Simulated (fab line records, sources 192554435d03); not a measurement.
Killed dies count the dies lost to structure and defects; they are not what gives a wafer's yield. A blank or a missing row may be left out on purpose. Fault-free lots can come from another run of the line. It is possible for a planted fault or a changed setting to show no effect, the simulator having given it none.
Matching of chambers + flow n5Finfet + pecvd-01 running N5_BEOL_M12_DEP_53: 3 sister chambers
The step deposits SiCN from 3MS/NH3, target thk 30 nm, time 10.5 s. 6 wafers are shown with their chamber, then 10 later ones without.

== WAFERS WITH THEIR CHAMBER ==
| wafer  | chamber | throttleValvePct (%) | showerheadPlenumPTorr (Torr) |
|--------|---------|----------------------|------------------------------|
| L085.3 | 1       | 18.0                 | 4.190                        |
| L087.1 | 0       | 19.1                 | 4.153                        |
| L087.2 | 2       | 16.6                 | 4.141                        |
| L087.3 | 1       | 18.3                 | 4.184                        |
| L087.4 | 2       | 16.7                 | 4.146                        |
| L087.5 | 0       | 19.3                 | 4.163                        |

== WAFERS MISSING THEIR CHAMBER ==
| wafer  | throttleValvePct (%) | showerheadPlenumPTorr (Torr) |
|--------|----------------------|------------------------------|
| L087.6 | 17.8                 | 4.186                        |
| L091.1 | 17.1                 | 4.158                        |
| L091.2 | 19.3                 | 4.143                        |
| L091.3 | 17.5                 | 4.180                        |
| L091.4 | 19.4                 | 4.156                        |
| L091.5 | 17.9                 | 4.183                        |
| L091.6 | 17.0                 | 4.149                        |
| L096.4 | 19.1                 | 4.157                        |
| L096.5 | 17.8                 | 4.180                        |
| L096.6 | 16.9                 | 4.147                        |

== EACH ONE'S CHAMBER ==
| wafer  | from the rows above | in truth |
|--------|---------------------|----------|
| L087.6 | 1                   | 1        |
| L091.1 | 2                   | 2        |
| L091.2 | 0                   | 0        |
| L091.3 | 1                   | 1        |
| L091.4 | 0                   | 0        |
| L091.5 | 1                   | 1        |
| L091.6 | 2                   | 2        |
| L096.4 | 0                   | 0        |
| L096.5 | 1                   | 1        |
| L096.6 | 2                   | 2        |
10 of 10 placed correctly. Number that these rows cannot place: 0. Number placed wrongly: 0.
How it was worked out, from the rows above alone: a wafer's distance from a chamber is the root of the sum, over the readings, of the square of ((its reading less the chamber's mean) divided by the reading's scatter). If the next closest chamber is less than 2 further off than the closest, the wafer can't be placed; otherwise it belongs to the closest. The mean given for a chamber averages the wafers shown for that chamber. How the scatter is found: for the shown wafers, subtract from each reading the mean of its chamber, square and add these, divide the total by (wafers less chambers), then take the root.
